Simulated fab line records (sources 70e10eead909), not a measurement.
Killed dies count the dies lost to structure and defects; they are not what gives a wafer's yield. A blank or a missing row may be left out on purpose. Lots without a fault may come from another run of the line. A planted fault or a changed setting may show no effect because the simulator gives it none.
Matching of chambers ; flow nandHarc ; NHARC_A_CHANNEL_FILL_D2_ETCHBACK_19 on rieSi-01 has 4 sister chambers
The step etches the open film in HBr/Cl2, target depth 5 nm, time 1.7 s. 14 wafers are shown with their chamber, then 7 later ones without.

WAFERS PAIRED WITH THEIR CHAMBERS
wafer;chamber;oesProductAu (a.u.);throttleValvePct (%)
L077.1;1;1.004;26.405
L077.2;3;1.016;26.411
L077.5;0;1.003;26.405
L078.2;0;0.979;26.418
L078.3;2;1.004;26.404
L078.6;0;0.988;26.419
L082.1;0;0.994;26.402
L082.2;2;0.997;26.426
L082.4;1;0.999;26.407
L086.1;1;1.009;26.395
L086.3;0;0.990;26.420
L086.5;0;0.983;26.405
L090.1;0;1.010;26.397
L090.3;2;1.000;26.413

SIGNATURES (means of the wafers above)
reading;chamber 0;chamber 1;chamber 2;chamber 3;scatter within a chamber
oesProductAu;0.99243;1.00400;1.00033;1.01600;0.0089
throttleValvePct;26.40943;26.40233;26.41433;26.41100;0.00924
Rule: a wafer lies at a distance from a chamber equal to the root of the sum of squares, over the readings, of (its reading less the chamber's mean, divided by the reading's scatter). The wafer belongs to the nearest chamber; if the next one is less than 2 further off, it can't be placed. The scatter: the root of (the sum of the squares of (reading less its chamber's mean) over the shown wafers, divided by (wafers less chambers)).

WAFERS WITH NO CHAMBER GIVEN
wafer;oesProductAu (a.u.);throttleValvePct (%)
L090.6;1.003;26.411
L092.2;0.981;26.412
L092.3;1.002;26.394
L092.4;0.985;26.405
L095.1;0.986;26.418
L095.5;0.989;26.406
L095.6;0.997;26.404

THE CHAMBER EACH PASSED THROUGH
wafer;from the rows above;in truth
L090.6;can't be placed: 2 or 1 or 0 or 3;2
L092.2;can't be placed: 0 or 2 or 1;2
L092.3;can't be placed: 1 or 0 or 2 or 3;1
L092.4;can't be placed: 0 or 2 or 1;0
L095.1;can't be placed: 0 or 2 or 1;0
L095.5;can't be placed: 0 or 2 or 1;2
L095.6;can't be placed: 0 or 1 or 2 or 3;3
Correct placement for 0 of the 7. These rows do not allow placing 7 (true chamber among the candidates in 7). 0 placed wrongly.
